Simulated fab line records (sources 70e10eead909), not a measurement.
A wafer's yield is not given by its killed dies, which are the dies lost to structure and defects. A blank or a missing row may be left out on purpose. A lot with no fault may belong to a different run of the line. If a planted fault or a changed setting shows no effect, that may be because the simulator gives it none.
A struck lot beside a sound one / flow nand_harc / 14 steps out of a route of 1302
Sound: these wafers, L436.1, L436.3, L436.4. Wafers L432.1, L432.4, L432.6 were the ones struck. At the end, the cause is stated.
Per side, at each step with rows, come the tool, then ch with its chambers, and then its first start. Under that, the readings that differ: sound wafers / struck wafers / difference of the means / sigmas: that difference in standard deviations of wafers without a fault.
alike: readings whose means differ by less than 2 such deviations, and words and numbers that are the same on both sides. not compared: withheld readings, readings that some wafer has no value for, bounds like >300 that may hide the same value, and numbers for which the record gives no deviation and whose values overlap.
Wherever a step has rows on one side only, a row that says differs or no value, or a row with sigmas, the two part there. Non-overlapping numbers with no deviation appear without sigmas and do not part them. A reading that every wafer of one side lacks parts them only if that side has two wafers or more.

first, 9 steps without rows for these wafers: NHARC_A_STAIRCASE_DEHYDRATE_176 (time 120 s); NHARC_A_STAIRCASE_HMDS_177 (time 30 s); NHARC_A_STAIRCASE_COAT_178; NHARC_A_STAIRCASE_SOFTBAKE_179 (time 170 s); NHARC_A_STAIRCASE_EBR_180; NHARC_A_STAIRCASE_EXPOSE_181 (exposes mask STAIR 2); NHARC_A_STAIRCASE_PEB_182 (peb time 130 s); NHARC_A_STAIRCASE_DEVELOP_183 (time 140 s); NHARC_A_STAIRCASE_HARDBAKE_185 (time 140 s).
NHARC_A_STAIRCASE_DESCUM_186: chemistry O2, time 3 s.
  sound on rie_diel-04 ch 1,2,3, day 23 14:29; struck on rie_diel-10 ch 2,3, day 22 08:53
  alike: drypump_motor_current_A, oes_product_au, rf_vpp_V, showerhead_plenum_p_Torr, throttle_valve_pct
  not compared: rf_hours_counter_h
NHARC_A_STAIRCASE_TRIM_187: chemistry O2, time 211.2 s.
  sound on rie_diel-04 ch 0,1,2, day 23 14:34; struck on rie_diel-10 ch 1,2,3, day 22 09:22
  alike: drypump_motor_current_A, oes_product_au, rf_vpp_V, showerhead_plenum_p_Torr, throttle_valve_pct
  not compared: rf_hours_counter_h
NHARC_A_STAIRCASE_ETCH_188: etches the open film in C4F8/O2, target depth 100 nm, time 40.5 s.
  sound on rie_diel-04 ch 0,2,3, day 23 14:44; struck on rie_diel-10 ch 0,1,3, day 22 09:30
  no value came back on the struck wafers for any of 6 readings (bias_w (W), chamber_pressure_mTorr (mTorr) and others); on the sound wafers bias_w (W) reads 1002.5 1001.1 1005.7
NHARC_A_STAIRCASE_TRIM_189: chemistry O2, time 211.2 s.
  sound on rie_diel-04 ch 0,1,3; struck on rie_diel-10 ch 0,1,2
  alike: drypump_motor_current_A, oes_product_au, rf_vpp_V, showerhead_plenum_p_Torr, throttle_valve_pct
  not compared: rf_hours_counter_h
-- jump in the record: it breaks off in module A_STAIRCASE and resumes in module END (first step shown: number 1302 of the route), and 10 days separate the struck wafers' starts before and after --
NHARC_END_SORT_01:
  here the record holds rows for the struck wafers (prober-01 ch 0, day 32 16:13) but none for the sound ones

## WHERE THEY PART
First at NHARC_A_STAIRCASE_ETCH_188; last, within this record, at NHARC_END_SORT_01.

WHY: what the simulator had put in
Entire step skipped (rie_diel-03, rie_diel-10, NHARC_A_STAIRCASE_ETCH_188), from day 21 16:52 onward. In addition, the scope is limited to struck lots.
